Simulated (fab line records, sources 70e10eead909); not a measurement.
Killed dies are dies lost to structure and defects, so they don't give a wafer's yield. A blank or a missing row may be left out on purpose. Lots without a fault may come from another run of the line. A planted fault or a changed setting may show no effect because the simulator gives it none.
Problem report in the 8D (eight disciplines) form, filled by code | flow nand_harc | the parts of the form that need people (team, actions taken, sign-off) are left out

1. THE PROBLEM
thk_nm at NHARC_A_ONON_D2_THK_MEAS_02 reads a mean of 1813 nm on 6 wafers of 2 lots; wafers without a fault read 1004 nm with a standard deviation of 7.1. That is +99 or more standard deviations from the usual mean.
The step: measures by ellipsometry.
First seen on wafer L900.3, day 13 19:32, on film_metro-02. The record holds 42 wafers of 14 lots with a number at this step. Rule for "out", or "out of limits": more than 4 standard deviations from the usual mean. The other wafers with a number count as sound.

2. WHAT IT IS AND WHAT IT IS NOT
question                    | is                           | is not
which readings at this step | thk_nm                       | -
which lots                  | L900, L903                   | L897, L901, L910, L911, L912, L914, L915, L916, L917, L918, L919, L920
which wafers of those lots  | all that have a number       | -
read on which gauges        | film_metro-01, film_metro-02 | -
when                        | from day 13 19:32            | up to then (3 sound wafers); but 33 sound wafers of L901, L910, L911, L912, L914, L915, L916, L917, L918, L919, L920 came after

3. SUSPECTS, AND WHAT RULES EACH OUT
Counting: a tool at a process step up to the reading stays a suspect if it ran every lot that is out and no sound lot after the first of them.
- the gauge at NHARC_A_ONON_D2_THK_MEAS_02: ruled out. The wafers that are out were read on 2 gauges (film_metro-01, film_metro-02).
- pecvd_onon-04 at NHARC_A_ONON_D2_DEP_00 (target thk 1000 nm): ruled out as a lasting fault. Sound lots L910, L911, L912, L914, L917, L919 ran on it after its first lot that is out, L900 (day 13 19:08).
Left after counting: nothing in the record.

4. THE CAUSE (what the simulator had put in)
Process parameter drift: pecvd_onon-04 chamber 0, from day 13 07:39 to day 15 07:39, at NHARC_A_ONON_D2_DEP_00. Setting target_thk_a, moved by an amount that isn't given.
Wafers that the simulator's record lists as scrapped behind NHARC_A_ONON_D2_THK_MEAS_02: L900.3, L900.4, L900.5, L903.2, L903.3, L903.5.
Counting ruled it out, wrongly: the rule takes a fault to strike every lot that its tool runs from its start on, and this one did not.

5. THE CHAIN OF EFFECTS, in route order
Each row: a reading whose mean over the struck wafers that have a number lies more than 3 standard deviations from the usual. Only readings for which the record gives a usual standard deviation are gone through. hours: the time from each lot's start at the first step in this table that gives one to its start at this step, as a median over the lots. sigmas: the change in usual standard deviations.
hours | step                        | reading | usual   | on struck wafers | change | sigmas
0     | NHARC_A_ONON_D2_THK_MEAS_02 | thk_nm  | 1004 nm | 1813             | +809   | +99 or more

6. WHAT WOULD HAVE CAUGHT IT SOONER
In this record the first reading out of limits at a measuring or inspecting step was taken at day 13 19:32, 12 hours after the fault began at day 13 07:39.
Of the tool readings at NHARC_A_ONON_D2_DEP_00 for which the record gives a usual standard deviation, none was out on any struck wafer, so an alarm limit of 4 standard deviations on them would not have fired.
